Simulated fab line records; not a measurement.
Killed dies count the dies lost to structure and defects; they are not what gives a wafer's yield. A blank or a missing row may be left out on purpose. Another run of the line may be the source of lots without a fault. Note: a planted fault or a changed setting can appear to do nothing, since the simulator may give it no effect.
What tool caused it? + flow n5 finfet + 8 lots, 24 wafers sampled, at 6 steps of a route of 1938

== WHAT EACH GAUGE READ, for each wafer ==
N5_FIN_SAQP_CD_MEAS_16: the cd target is 35.6 nm. Usual: cd nm at 35.7 nm, with a standard deviation of 0.32.
| lot  | measured    | on        | cd nm (nm)     | flag |
|------|-------------|-----------|----------------|------|
| L943 | day 2 09:44 | cd sem-02 | 35.5 35.7 35.4 |      |
| L944 | day 2 15:52 | cd sem-01 | 36.6 36.1 36.2 |      |
| L946 | day 3 03:52 | cd sem-03 | 35.8 35.9 36.4 |      |
| L953 | day 4 23:40 | cd sem-03 | 35.6 35.6 35.4 |      |
| L955 | day 5 10:37 | cd sem-03 | 35.8 35.3 35.7 |      |
| L958 | day 6 03:35 | cd sem-02 | 35.2 35.5 35.7 |      |
| L959 | day 6 09:41 | cd sem-03 | 35.5 36.4 36.1 |      |
| L960 | day 6 17:36 | cd sem-02 | 35.8 35.5 35.5 |      |

N5_BEOL_M4_RC_MEAS_101. Usual: DIBL_N 36.1 mV/V, standard deviation 1.6; DIBL_P 35.8 mV/V, standard deviation 2.1; IOFF_N 0.16 nA/um, standard deviation 0.031; IOFF_P 0.21 nA/um, standard deviation 0.034; ION_N 673 uA/um, standard deviation 12; ION_P 461 uA/um, standard deviation 7.2; SS_N 71.4 mV/dec, standard deviation 0.59; SS_P 73.3 mV/dec, standard deviation 0.63; VT_N 250 mV, standard deviation 3.1; VT_P -250 mV, standard deviation 3.3.
| lot  | measured     | on        | DIBL_N (mV/V)  | DIBL_P (mV/V)  | IOFF_N (nA/um) | IOFF_P (nA/um) | ION_N (uA/um) | ION_P (uA/um) | SS_N (mV/dec)  | SS_P (mV/dec)  | VT_N (mV)   | VT_P (mV)      | flag |
|------|--------------|-----------|----------------|----------------|----------------|----------------|---------------|---------------|----------------|----------------|-------------|----------------|------|
| L943 | day 8 18:02  | prober-02 | 34.3 35.6 35.1 | 33.2 35.8 33.9 | 0.11 0.13 0.12 | 0.15 0.19 0.16 | 661 663 661   | 454 458 460   | 71.0 70.2 71.0 | 72.4 73.4 72.8 | 254 251 254 | -255 -254 -254 |      |
| L944 | day 8 12:54  | prober-02 | 34.4 36.0 36.2 | 35.0 36.9 36.9 | 0.13 0.16 0.16 | 0.17 0.21 0.20 | 658 686 670   | 451 467 457   | 70.6 71.6 71.4 | 73.4 73.6 73.9 | 253 250 250 | -252 -251 -253 |      |
| L946 | day 9 10:52  | prober-01 | 39.2 37.8 38.8 | 40.4 38.3 38.2 | 0.20 0.17 0.19 | 0.27 0.25 0.24 | 688 676 675   | 470 465 461   | 71.9 71.4 72.3 | 74.5 74.2 73.5 | 246 248 252 | -246 -245 -248 |      |
| L953 | day 11 10:46 | prober-01 | 36.6 36.2 33.7 | 36.1 34.7 32.1 | 0.16 0.15 0.12 | 0.22 0.19 0.16 | 667 665 658   | 463 457 448   | 71.8 71.3 70.5 | 73.7 72.7 72.8 | 249 253 252 | -248 -249 -251 |      |
| L955 | day 11 13:50 | prober-02 | 37.1 35.9 36.5 | 36.5 36.2 36.0 | 0.18 0.16 0.17 | 0.21 0.21 0.21 | 686 676 678   | 469 464 460   | 72.0 71.6 71.8 | 73.1 73.7 73.5 | 246 247 248 | -251 -252 -252 |      |
| L958 | day 14 08:28 | prober-01 | 36.0 35.1 37.1 | 35.9 33.0 36.0 | 0.17 0.16 0.18 | 0.24 0.19 0.23 | 672 687 669   | 463 470 461   | 71.7 71.0 71.3 | 73.3 72.7 73.4 | 250 248 246 | -246 -250 -248 |      |
| L959 | day 12 17:00 | prober-01 | 36.2 35.7 38.9 | 36.4 36.7 39.9 | 0.15 0.14 0.20 | 0.20 0.20 0.25 | 669 673 676   | 461 465 463   | 70.9 71.5 72.4 | 73.8 73.3 74.3 | 250 251 246 | -251 -250 -247 |      |
| L960 | day 12 20:27 | prober-01 | 34.9 34.4 35.2 | 34.4 33.1 34.6 | 0.14 0.12 0.13 | 0.20 0.17 0.20 | 658 654 660   | 457 450 454   | 71.2 70.5 71.1 | 72.8 72.2 73.1 | 252 254 251 | -249 -253 -250 |      |

== TOOL THAT RAN EACH LOT (tool first, then ch and the chambers of the sampled wafers, then the start) ==
| lot  | N5_FIN_SAQP_PECVD_48           | N5_FIN_SAQP_ETCH_51               | N5_FIN_SAQP_ETCH_57               | N5_FIN_SAQP_ETCH_67               |
|------|--------------------------------|-----------------------------------|-----------------------------------|-----------------------------------|
| L943 | pecvd-04 ch 0,1,2, day 2 09:06 | rie diel-02 ch 1,2,3, day 2 09:52 | rie diel-04 ch 0,1,3, day 2 11:55 | rie diel-04 ch 0,1,2, day 2 12:38 |
| L944 | pecvd-02 ch 0,1, day 2 15:22   | rie diel-02 ch 2,3, day 2 15:59   | rie diel-02 ch 0,1, day 2 18:21   | rie diel-02 ch 0,2, day 2 19:08   |
| L946 | pecvd-04 ch 0,2, day 3 03:16   | rie diel-02 ch 1,3, day 3 04:00   | rie diel-01 ch 0,1,3, day 3 06:03 | rie diel-04 ch 0,1,2, day 3 06:54 |
| L953 | pecvd-04 ch 0,2, day 4 23:04   | rie diel-02 ch 2,3, day 4 23:49   | rie diel-01 ch 0,1,2, day 5 01:56 | rie diel-04 ch 0,1, day 5 02:45   |
| L955 | pecvd-04 ch 0,1, day 5 10:04   | rie diel-04 ch 1,2,3, day 5 11:01 | rie diel-01 ch 0,3, day 5 13:16   | rie diel-02 ch 1,2, day 5 13:59   |
| L958 | pecvd-01 ch 0,1, day 6 03:05   | rie diel-01 ch 0,1,2, day 6 03:43 | rie diel-02 ch 1,2,3, day 6 05:53 | rie diel-04 ch 0,1,2, day 6 06:38 |
| L959 | pecvd-02 ch 0,2, day 6 09:05   | rie diel-02 ch 1,2, day 6 09:49   | rie diel-04 ch 0,1, day 6 12:04   | rie diel-01 ch 0,1, day 6 12:50   |
| L960 | pecvd-01 ch 1,2, day 6 16:57   | rie diel-04 ch 1,2, day 6 17:47   | rie diel-01 ch 0,1,3, day 6 20:31 | rie diel-04 ch 0,1,2, day 6 21:15 |
- N5_FIN_SAQP_PECVD_48: deposits SiNx from SiH4/NH3/N2, target thk 25 nm, time 22.1 s.
- N5_FIN_SAQP_ETCH_51: etches SiARC in CF4, target depth 45.5 nm, time 75.8 s.
- N5_FIN_SAQP_ETCH_57: etches SiNx in CH3F/O2, target depth 32.5 nm, time 46.4 s.
- N5_FIN_SAQP_ETCH_67: etches SiNx in CH3F/O2, target depth 30 nm.

== WHAT THE TOOLS THEMSELVES READ (means of the sampled wafers that have a number; where no wafer has one, the mark that the record gives instead) ==
N5_FIN_SAQP_PECVD_48. Usual: heater power w 806 W, standard deviation 70; showerhead plenum p Torr 5.14 Torr, standard deviation 0.062; throttle valve pct 40.0 %, standard deviation 1.7.
| lot  | tool     | heater power w (W) | showerhead plenum p Torr (Torr) | throttle valve pct (%) | flag |
|------|----------|--------------------|---------------------------------|------------------------|------|
| L943 | pecvd-04 | 795                | 5.13                            | 38.7                   |      |
| L944 | pecvd-02 | 821                | 5.20                            | 39.7                   |      |
| L946 | pecvd-04 | 744                | 5.10                            | 39.4                   |      |
| L953 | pecvd-04 | 763                | 5.10                            | 38.4                   |      |
| L955 | pecvd-04 | 841                | 5.11                            | 39.8                   |      |
| L958 | pecvd-01 | 748                | 5.13                            | 39.8                   |      |
| L959 | pecvd-02 | 745                | 5.15                            | 39.2                   |      |
| L960 | pecvd-01 | 837                | 5.10                            | 40.4                   |      |

N5_FIN_SAQP_ETCH_51. Usual: value, then standard deviation, for each; bias w 36.00 W / 0.09; drypump motor current A 5.8 A / 0.43; etch rf on time s 76.1 s / 1.7; oes product au 0.66 a.u. / 0.053; rf vpp V 184.3 V / 1; showerhead plenum p Torr 2.16 Torr / 0.055; throttle valve pct 15.66 % / 0.24.
| lot  | tool        | bias w (W) | drypump motor current A (A) | etch rf on time s (s) | oes product au (a.u.) | rf vpp V (V) | showerhead plenum p Torr (Torr) | throttle valve pct (%) | flag |
|------|-------------|------------|-----------------------------|-----------------------|-----------------------|--------------|---------------------------------|------------------------|------|
| L943 | rie diel-02 | 36.08      | 5.9                         | 74.5                  | 0.68                  | 185.7        | 2.19                            | 15.70                  |      |
| L944 | rie diel-02 | 36.02      | 5.7                         | 75.6                  | 0.65                  | 184.2        | 2.19                            | 15.65                  |      |
| L946 | rie diel-02 | 35.92      | 5.6                         | 75.1                  | 0.67                  | 184.5        | 2.15                            | 15.63                  |      |
| L953 | rie diel-02 | 36.03      | 6.1                         | 74.9                  | 0.65                  | 185.5        | 2.21                            | 15.83                  |      |
| L955 | rie diel-04 | 36.05      | 5.7                         | 75.4                  | 0.68                  | 184.9        | 2.18                            | 15.66                  |      |
| L958 | rie diel-01 | 35.93      | 5.9                         | 77.9                  | 0.68                  | 183.5        | 2.10                            | 15.55                  |      |
| L959 | rie diel-02 | 36.04      | 6.3                         | 75.9                  | 0.65                  | 184.4        | 2.21                            | 15.90                  |      |
| L960 | rie diel-04 | 35.97      | 5.8                         | 76.1                  | 0.70                  | 184.4        | 2.16                            | 15.41                  |      |

N5_FIN_SAQP_ETCH_57. Usual: value, then standard deviation, for each; bias w 73.02 W / 0.23; drypump motor current A 5.9 A / 0.47; etch rf on time s 46.3 s / 0.92; oes product au 0.67 a.u. / 0.055; rf vpp V 296 V / 4.4; showerhead plenum p Torr 2.02 Torr / 0.056; throttle valve pct 16.42 % / 0.24.
| lot  | tool        | bias w (W) | drypump motor current A (A) | etch rf on time s (s) | oes product au (a.u.) | rf vpp V (V) | showerhead plenum p Torr (Torr) | throttle valve pct (%) | flag |
|------|-------------|------------|-----------------------------|-----------------------|-----------------------|--------------|---------------------------------|------------------------|------|
| L943 | rie diel-04 | 73.14      | 5.5                         | 46.2                  | 0.68                  | 296          | 2.05                            | 16.48                  |      |
| L944 | rie diel-02 | 73.02      | 6.1                         | 45.8                  | 0.63                  | 295          | 2.06                            | 16.64                  |      |
| L946 | rie diel-01 | 72.99      | 6.3                         | 46.8                  | 0.68                  | 299          | 2.01                            | 16.35                  |      |
| L953 | rie diel-01 | 73.23      | 5.9                         | 49.7                  | 0.70                  | 296          | 1.96                            | 16.28                  | OFF  |
| L955 | rie diel-01 | 72.96      | 6.5                         | 53.0                  | 0.63                  | 299          | 2.02                            | 16.47                  | OFF  |
| L958 | rie diel-02 | 73.05      | 5.9                         | 46.0                  | 0.64                  | 295          | 2.04                            | 16.53                  |      |
| L959 | rie diel-04 | 73.01      | 5.4                         | 46.4                  | 0.68                  | 294          | 2.02                            | 16.44                  |      |
| L960 | rie diel-01 | 72.88      | 6.3                         | 46.3                  | 0.66                  | 299          | 2.00                            | 16.41                  |      |

N5_FIN_SAQP_ETCH_67. Usual: bias w 73.00 W, standard deviation 0.22; drypump motor current A 5.8 A, standard deviation 0.44; oes product au 0.78 a.u., standard deviation 0.068; rf vpp V 296 V, standard deviation 4.1; showerhead plenum p Torr 2.03 Torr, standard deviation 0.046; throttle valve pct 16.44 %, standard deviation 0.24.
| lot  | tool        | bias w (W) | drypump motor current A (A) | oes product au (a.u.) | rf vpp V (V) | showerhead plenum p Torr (Torr) | throttle valve pct (%) | flag |
|------|-------------|------------|-----------------------------|-----------------------|--------------|---------------------------------|------------------------|------|
| L943 | rie diel-04 | 73.23      | 5.6                         | 0.84                  | 293          | 2.03                            | 16.24                  |      |
| L944 | rie diel-02 | 73.09      | 6.5                         | 0.75                  | 296          | 2.10                            | 16.77                  |      |
| L946 | rie diel-04 | 73.04      | 5.6                         | 0.82                  | 294          | 2.02                            | 16.26                  |      |
| L953 | rie diel-04 | 72.86      | 5.4                         | 0.82                  | 293          | 2.03                            | 16.42                  |      |
| L955 | rie diel-02 | 73.07      | 6.1                         | 0.78                  | 293          | 2.04                            | 16.62                  |      |
| L958 | rie diel-04 | 73.01      | 5.6                         | 0.79                  | 292          | 2.02                            | 16.30                  |      |
| L959 | rie diel-01 | 73.18      | 6.1                         | 0.83                  | 299          | 1.99                            | 16.36                  |      |
| L960 | rie diel-04 | 73.14      | 5.6                         | 0.79                  | 293          | 2.01                            | 16.32                  |      |

== THE ANSWER, worked out from the rows above alone ==
Rule: take the mean of a lot's wafers that have a number; if it is more than 3 standard deviations from the usual mean, the lot is off. A lot without any number at a reading at which 4 lots or more have one is off too. Any other lot the step has rows for is counted as sound. After the gauges, taken in route order, come the tools' own readings; for these a lot's mean is taken, as printed above. The first step at which some lot is off is used, and at that step the reading that is off furthest; a lot without a number counts as furthest.
Off: L953, L955 (N5_FIN_SAQP_ETCH_57, etch rf on time s).
If a tool, at that step or one of the process steps before it, ran each lot that is off and ran no sound lot following the first of them, it fits. One candidate fits, namely pecvd-04 at N5_FIN_SAQP_PECVD_48. A fault onset in the window from L946 (day 3 03:16, its last sound lot) to L953 (day 4 23:04, its first lot off) fits.

== WHAT HAD BEEN PUT IN BY THE SIMULATOR ==
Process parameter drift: pecvd-04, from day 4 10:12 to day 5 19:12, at N5_FIN_SAQP_PECVD_48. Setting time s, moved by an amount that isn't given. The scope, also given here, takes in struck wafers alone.
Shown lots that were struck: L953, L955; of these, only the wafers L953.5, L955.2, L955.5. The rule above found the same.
